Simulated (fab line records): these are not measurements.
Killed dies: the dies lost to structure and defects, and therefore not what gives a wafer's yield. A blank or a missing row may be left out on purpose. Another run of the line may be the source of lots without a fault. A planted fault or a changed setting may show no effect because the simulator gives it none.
A struck lot beside a sound one ; flow n5Finfet ; 36 out of 1938 route steps
Sound: wafers L402.1, L402.3, L402.5. Struck: wafer L410.1. (L410.3, L410.5 of the same lot were not struck and are left out.) The cause comes at the end.
Per side, at each step with rows, come the tool, then ch with its chambers, and then its first start. Under that, the readings that differ: sound wafers ; struck wafers ; difference of the means ; sigmas: that difference in standard deviations of wafers without a fault.
alike: words and numbers the same on both sides, and readings whose means are apart by under 2 such deviations; not compared: readings that were withheld, readings missing a value for some wafer, numbers with overlapping values and no deviation given by the record, and bounds like >300 which may hide the same value.
The two part at a step that has a row with sigmas, a row that says differs or no value, or rows on one side only. Numbers that have no deviation but don't overlap get no sigmas and don't part them. A reading missing from all wafers of one side parts the sides only when that side holds two or more wafers.

first, 9 steps without rows for these wafers: N5_BEOL_M13_PRE_CLEAN_42 (time 30 s); N5_BEOL_M13_SPUTTER_43 (material TaN, target thk 15 nm, time 24.19 s); N5_BEOL_M13_SPUTTER_44 (material Ta, target thk 10 nm, time 16.13 s); N5_BEOL_M13_SPUTTER_45 (material Cu, target thk 80 nm, time 13.33 s); N5_BEOL_M13_ECD_47 (material Cu, target thk 936 nm); N5_BEOL_M13_ANNEAL_48 (time 90 s); N5_BEOL_M13_CMP_49 (polishes, stops on SiOC, t overpolish 17.1 s, target thk 420 nm); N5_BEOL_M13_PRE_CLEAN_52 (time 15 s); N5_BEOL_M13_DEP_53 (deposits SiCN from 3MS/NH3, target thk 50 nm, time 17.8 s).
N5_BEOL_M14_ILD_DEP_00: deposits SiO2 from TEOS/O2, target thk 1119.3 nm, time 237.4 s.
  sound on pecvd-01 ch 1,2, day 14 21:09; struck on pecvd-01 ch 1, day 18 01:16
reading;sound;struck;difference;sigmas
susceptorTempC (C);400.19 400.23 399.64;389.45;-10.57;-50
model.SiO2_of_BEOL_M14_ILD_DEP_00.thkNm (nm);1109 1098 1128;1178;+66;
  alike: heaterPowerW, showerheadPlenumPTorr, throttleValvePct
  not compared: sinceWetCleanH
N5_BEOL_M14_THK_MEAS_01:
  sound on filmMetro-01, day 14 21:20; struck on filmMetro-01, day 18 01:27
reading;sound;struck;difference;sigmas
M14_ILD_THK (nm);1109 1098 1128;1178;+66;+4
then, 10 steps without rows for these wafers: N5_BEOL_M14_COAT_58 (time 60 s, resist thk 89 nm); N5_BEOL_M14_COAT_04 (resist thk 800 nm); N5_BEOL_M14_EBR_06; N5_BEOL_M14_SOFTBAKE_05 (time 60 s); N5_BEOL_M14_EXPOSE_07 (exposes mask V13); N5_BEOL_M14_PEB_08 (peb time 90 s); N5_BEOL_M14_DEVELOP_09 (develop time 45 s); N5_BEOL_M14_HARDBAKE_14 (time 120 s); N5_BEOL_M14_DESCUM_15 (chemistry O2, time 7.9 s); N5_BEOL_M14_ETCH_59 (etches BARC in N2/H2, target depth 89 nm, overetch 26.7 nm, time 67.9 s).
N5_BEOL_M14_VIA_ETCH_16: etches SiO2 in C4F8/O2/Ar, target depth 1231.3 nm.
  sound on rieDiel-01 ch 1,2,3, day 14 21:58; struck on rieDiel-03 ch 2, day 18 02:04
reading;sound;struck;difference;sigmas
model.etch.depthNm (nm);1109 1098 1128;1178;+66;
model.coat_of_BEOL_M14_COAT_04.thkNm (nm);460 453.8 445;441.4;-11.5;
  alike: drypumpMotorCurrentA, mfcArSccm, oesProductAu, rfVppV, showerheadPlenumPTorr, throttleValvePct
then, 13 steps without rows for these wafers: N5_BEOL_M14_STRIP_63 (strips in O2); N5_BEOL_M14_STRIP_64 (strips in O2); N5_BEOL_M14_STRIP_71 (strips in post etch residue remover, time 60 s); N5_BEOL_M14_SRD_72 (time 30 s, dry time 30 s); N5_BEOL_M14_COAT_65 (time 60 s, resist thk 450 nm); N5_BEOL_M14_COAT_66 (time 60 s, resist thk 110 nm); N5_BEOL_M14_COAT_22 (resist thk 300 nm); N5_BEOL_M14_EBR_24; N5_BEOL_M14_SOFTBAKE_23 (time 60 s); N5_BEOL_M14_EXPOSE_25 (exposes mask M14, target cd 280 nm); N5_BEOL_M14_PEB_26 (peb time 90 s); N5_BEOL_M14_DEVELOP_27 (develop time 45 s); N5_BEOL_M14_HARDBAKE_32 (time 120 s).
N5_BEOL_M14_CMP_49: polishes, stops on SiO2, t overpolish 5.2 s, target thk 560 nm.
  sound on cmp-01 ch 0,1,3, day 15 01:10; struck on cmp-02 ch 0, day 18 07:35
reading;sound;struck;difference;sigmas
motorCurrentA (A);8.2 6.9 7.7;9.1;+1.5;+2
model.SiO2_of_BEOL_M14_ILD_DEP_00.thkNm (nm);1027 1019 1050;1101;+69;

== WHERE THEY PART ==
At N5_BEOL_M14_ILD_DEP_00 first; at N5_BEOL_M14_CMP_49 last (within this record only).

WHY: what the simulator had put in
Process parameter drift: pecvd-01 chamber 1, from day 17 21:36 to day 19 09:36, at N5_BEOL_M14_ILD_DEP_00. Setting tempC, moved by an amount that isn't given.
